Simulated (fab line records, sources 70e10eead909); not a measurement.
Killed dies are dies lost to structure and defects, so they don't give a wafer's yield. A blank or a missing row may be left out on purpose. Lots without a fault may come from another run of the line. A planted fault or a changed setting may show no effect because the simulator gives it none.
Which tool did it? | flow nand_harc | 13 lots, 39 wafers sampled, at 5 steps of a route of 1302

WHAT THE GAUGES READ, wafer by wafer
NHARC_END_SORT_01.
lot  | measured     | on        | killed_at_array | killed_at_other | killed_at_periphery | killed_dies | killed_open | killed_short
L690 | day 27 17:07 | prober-01 | 51 65 60        | 1 1 1           | 4 5 3               | 56 71 64    | 4 7 4       | 1 1 1

WHICH TOOL RAN EACH LOT (tool, then ch and the chambers of the sampled wafers, then the start)
lot  | NHARC_A_STAIRCASE_DESCUM_443       | NHARC_A_STAIRCASE_CMP_472     | NHARC_A_SGD_CUT_DEP_00          | NHARC_A_SGD_CUT_SOFTBAKE_04
L684 | rie_diel-01 ch 1,2,3, day 18 03:55 | cmp-04 ch 1,2,3, day 18 10:42 | pecvd-01 ch 1,2, day 18 11:07   | litho_track-01 ch 0, day 18 11:00
L685 | rie_diel-06 ch 1,2,3, day 18 23:06 | cmp-03 ch 2,3, day 19 05:49   | pecvd-01 ch 0,2, day 19 06:14   | litho_track-04 ch 0, day 19 06:00
L688 | rie_diel-01 ch 0,1,3, day 20 09:00 | cmp-01 ch 1,3, day 20 15:43   | pecvd-03 ch 0,2, day 20 16:09   | litho_track-01 ch 0, day 20 16:00
L689 | rie_diel-01 ch 0,1, day 20 21:01   | cmp-01 ch 0,1,2, day 21 03:49 | pecvd-02 ch 0,1,2, day 21 04:13 | litho_track-04 ch 0, day 21 04:00
L691 | rie_diel-01 ch 0,1,2, day 21 17:27 | cmp-03 ch 0,1,2, day 22 00:14 | pecvd-02 ch 0,2, day 22 00:38   | litho_track-06 ch 0, day 22 00:00
L692 | rie_diel-12 ch 0,1,2, day 21 17:36 | cmp-03 ch 1,2,3, day 22 00:32 | pecvd-03 ch 1, day 22 00:55     | litho_track-04 ch 0, day 22 01:00
L690 | rie_diel-06 ch 0,2, day 21 18:03   | cmp-01 ch 2,3, day 22 01:52   | pecvd-01 ch 0,1, day 22 02:17   | litho_track-06 ch 0, day 22 02:00
L695 | rie_diel-06 ch 0,1,2, day 23 01:39 | cmp-04 ch 0,1,2, day 23 08:26 | pecvd-03 ch 0,1,2, day 23 08:49 | litho_track-04 ch 0, day 23 09:00
L693 | rie_diel-01 ch 1,3, day 23 01:48   | cmp-04 ch 1,3, day 23 09:31   | pecvd-01 ch 0,1, day 23 09:57   | litho_track-01 ch 0, day 23 10:00
L697 | rie_diel-12 ch 1,3, day 25 01:56   | cmp-04 ch 1,3, day 25 08:56   | pecvd-01 ch 0,1, day 25 09:19   | litho_track-06 ch 0, day 25 09:00
L705 | rie_diel-06 ch 0,2, day 27 03:23   | cmp-04 ch 1,3, day 27 11:11   | pecvd-02 ch 0,2, day 27 11:34   | litho_track-04 ch 0, day 27 11:00
L707 | rie_diel-12 ch 0,1,2, day 28 00:46 | cmp-01 ch 0,3, day 28 07:29   | pecvd-02 ch 1,2, day 28 07:56   | litho_track-06 ch 0, day 28 08:00
L706 | rie_diel-01 ch 0,1,2, day 28 00:56 | cmp-01 ch 0,1,3, day 28 07:49 | pecvd-02 ch 1,2, day 28 08:10   | litho_track-04 ch 0, day 28 08:00
- NHARC_A_STAIRCASE_DESCUM_443: chemistry O2, time 3 s.
- NHARC_A_STAIRCASE_CMP_472: polishes SiO2.
- NHARC_A_SGD_CUT_DEP_00: deposits SiNx, target thk 50 nm.
- NHARC_A_SGD_CUT_SOFTBAKE_04: time 55 s.

WHAT THE TOOLS THEMSELVES READ (means of the sampled wafers that have a number; where no wafer has one, the mark that the record gives instead)
NHARC_A_STAIRCASE_DESCUM_443.
lot  | tool        | drypump_motor_current_A (A) | oes_product_au (a.u.) | rf_vpp_V (V) | showerhead_plenum_p_Torr (Torr) | throttle_valve_pct (%)
L684 | rie_diel-01 | 6.0                         | 1.010                 | 57.3         | 1.88                            | 11.311
L685 | rie_diel-06 | 5.5                         | 1.002                 | 57.8         | 1.93                            | 11.300
L688 | rie_diel-01 | 5.9                         | 1.012                 | 57.4         | 1.93                            | 11.310
L689 | rie_diel-01 | 5.7                         | 1.002                 | 58.2         | 1.88                            | 11.316
L691 | rie_diel-01 | 5.8                         | 1.008                 | 56.8         | 1.83                            | 11.317
L692 | rie_diel-12 | 5.9                         | 0.997                 | 58.2         | 1.95                            | 11.315
L690 | rie_diel-06 | 5.4                         | 1.001                 | 57.8         | 1.90                            | 11.310
L695 | rie_diel-06 | 5.4                         | 1.010                 | 57.9         | 1.92                            | 11.308
L693 | rie_diel-01 | 6.0                         | 1.012                 | 57.5         | 1.96                            | 11.322
L697 | rie_diel-12 | 5.8                         | 1.005                 | 58.8         | 1.99                            | 11.314
L705 | rie_diel-06 | 5.4                         | 1.005                 | 57.2         | 1.88                            | 11.313
L707 | rie_diel-12 | 6.0                         | 0.993                 | 58.6         | 1.94                            | 11.314
L706 | rie_diel-01 | 5.8                         | 0.991                 | 57.4         | 1.92                            | 11.309

NHARC_A_STAIRCASE_CMP_472.
lot  | tool   | motor_current_A (A)
L684 | cmp-04 | 12.5
L685 | cmp-03 | 11.9
L688 | cmp-01 | 10.6
L689 | cmp-01 | 11.1
L691 | cmp-03 | 11.4
L692 | cmp-03 | 11.6
L690 | cmp-01 | 10.8
L695 | cmp-04 | 11.2
L693 | cmp-04 | 13.7
L697 | cmp-04 | 12.9
L705 | cmp-04 | 13.7
L707 | cmp-01 | 10.6
L706 | cmp-01 | 10.7

NHARC_A_SGD_CUT_DEP_00.
lot  | tool     | heater_power_w (W)
L684 | pecvd-01 | 780
L685 | pecvd-01 | 904
L688 | pecvd-03 | 750
L689 | pecvd-02 | 730
L691 | pecvd-02 | 532
L692 | pecvd-03 | 765
L690 | pecvd-01 | 745
L695 | pecvd-03 | 709
L693 | pecvd-01 | 819
L697 | pecvd-01 | 817
L705 | pecvd-02 | 586
L707 | pecvd-02 | 780
L706 | pecvd-02 | 813

NHARC_A_SGD_CUT_SOFTBAKE_04.
lot  | tool           | heater_power_total_W (W)
L684 | litho_track-01 | 188.36
L685 | litho_track-04 | 188.41
L688 | litho_track-01 | 188.41
L689 | litho_track-04 | 188.46
L691 | litho_track-06 | 188.30
L692 | litho_track-04 | 188.47
L690 | litho_track-06 | 188.33
L695 | litho_track-04 | 188.35
L693 | litho_track-01 | 188.30
L697 | litho_track-06 | 188.44
L705 | litho_track-04 | 200.34
L707 | litho_track-06 | 188.41
L706 | litho_track-04 | 212.40

THE ANSWER, worked out from the rows above alone
Rule: what is usual is taken from the lots themselves. Put in order of their means at a reading, lots are off if they are a third of the lots or fewer, leave a main group of 4 or more, and stand apart from it by a gap of 3 or more times the standard deviation of the main group's means; of several such gaps the widest counts. A main group whose means are all the same, to the digits that the tables above print for the reading, isn't used. A lot without any number at a reading at which 4 lots or more have one is off too. The other lots that the step has rows for count as sound. The gauges are gone through in route order, then the tools' own readings, and for those a lot's mean is taken as printed above. The first step at which some lot is off is used, and at that step the reading that is off furthest; a lot without a number counts as furthest.
Off: L705, L706, at NHARC_A_SGD_CUT_SOFTBAKE_04 (heater_power_total_W). The main group: mean 188.39 W, standard deviation 0.058.
A tool fits if, at that step or a process step before it, it ran every lot that is off, and no sound lot after the first of them. One fits: litho_track-04 at NHARC_A_SGD_CUT_SOFTBAKE_04. Its last sound lot is L695 (day 23 09:00), its first lot that is off L705 (day 27 11:00): a fault that began between those two fits.
The tool's own readings at NHARC_A_SGD_CUT_SOFTBAKE_04 bear it out: on the lots that are off they differ by more than 5 times the standard deviation of the sound lots' means. heater_power_total_W reads 206.37 W there against 188.39 W on the sound lots.

WHAT THE SIMULATOR HAD PUT IN
Process parameter drift: litho_track-04, from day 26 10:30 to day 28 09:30, at NHARC_A_SGD_CUT_SOFTBAKE_04. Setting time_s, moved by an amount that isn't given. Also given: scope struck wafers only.
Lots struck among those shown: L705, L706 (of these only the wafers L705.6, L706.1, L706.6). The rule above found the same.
